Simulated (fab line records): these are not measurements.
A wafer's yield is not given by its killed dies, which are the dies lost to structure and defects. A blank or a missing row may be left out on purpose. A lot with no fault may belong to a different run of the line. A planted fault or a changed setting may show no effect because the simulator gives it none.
8D (eight disciplines) problem report, filled in by code || flow nand-harc || the parts of the form that need people (team, actions taken, sign-off) are left out

## 1. THE PROBLEM
killed-at-periphery at NHARC_END_SORT_01 reads a mean of 73.0 on 3 wafers of 2 lots; wafers without a fault read 4.0 with a standard deviation of 2.6. Measured from the usual mean, that is +27 standard deviations.
Seen first at day 28 18:09 on prober-01, wafer L361.4. Wafers with a number at this step in the record: 12, from 4 lots. The rule behind "out" and "out of limits": a value lying over 4 standard deviations away from the usual mean. All remaining wafers that have a number are taken as sound.

## 2. WHAT IT IS; WHAT IT IS NOT
{"question": "which readings at this step", "is": "killed-at-periphery", "is not": "killed-at-array, killed-at-other, killed-open, killed-short"}
{"question": "which lots", "is": "L361, L362", "is not": "L354, L371"}
{"question": "which wafers of those lots", "is": "L361.4, L361.5, L362.1", "is not": "L361.1, L362.2, L362.5"}
{"question": "read on which gauges", "is": "prober-01", "is not": "-"}
{"question": "when", "is": "from day 28 18:09", "is not": "up to then (4 sound wafers); but 5 sound wafers of L362, L371 came after"}

## 3. THE SUSPECTS, EACH WITH WHAT RULES IT OUT
Counting: if a tool at a process step up to the reading ran every lot that is out, it stays a suspect. Sound lots after the first of them don't rule it out here, since some wafers of a struck lot are sound.
- the gauge at NHARC_END_SORT_01: kept. All the wafers that are out were read on prober-01, and no step on other tools shows them out.
- pvd-sputter-01 at NHARC_P_BONDPAD_PRE_CLEAN_26 (time 30 s): kept. It ran every lot that is out, first L361 (day 11 10:40).
- rie-diel-13 at NHARC_THIN_TSV_DESCUM_14 (chemistry O2, time 3 s): kept. It ran every lot that is out, first L361 (day 27 23:31).
pvd-sputter-01 at NHARC_P_BONDPAD_PRE_CLEAN_26, rie-diel-13 at NHARC_THIN_TSV_DESCUM_14 and prober-01 at NHARC_END_SORT_01 are what is left after counting.

## 4. THE CAUSE (what the simulator had put in)
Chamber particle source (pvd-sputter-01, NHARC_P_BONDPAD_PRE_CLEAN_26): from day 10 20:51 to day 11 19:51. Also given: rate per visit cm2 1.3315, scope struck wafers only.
This tool is one of the 3 suspects left after counting.

## 5. SEQUENCE OF EFFECTS, ordered by route
Each row: a reading where the mean over the struck wafers with a number is more than 3 standard deviations away from the usual. Only readings whose record carries a usual standard deviation are examined. hours: median over the lots of the time between each lot's start at the first step of this table that gives one and its start at this step. sigmas: the change, counted in usual standard deviations.
{"hours": 0, "step": "NHARC_END_SORT_01", "reading": "killed-at-periphery", "usual": 4.0, "on struck wafers": 73.0, "change": "+69.0", "sigmas": "+27"}

## 6. HOW IT WOULD HAVE BEEN CAUGHT EARLIER
In this record the first reading out of limits at a measuring or inspecting step was taken at day 28 18:09, 429 hours after the fault began at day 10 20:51.
Of the tool readings at NHARC_P_BONDPAD_PRE_CLEAN_26 for which the record gives a usual standard deviation, none was out on any struck wafer, so an alarm limit of 4 standard deviations on them would not have fired.
The start of NHARC_P_BONDPAD_PRE_CLEAN_26 on pvd-sputter-01 came by day 28 18:09 for every one of the lots that are out (2). Holding the tool at that point would not have protected any of them.
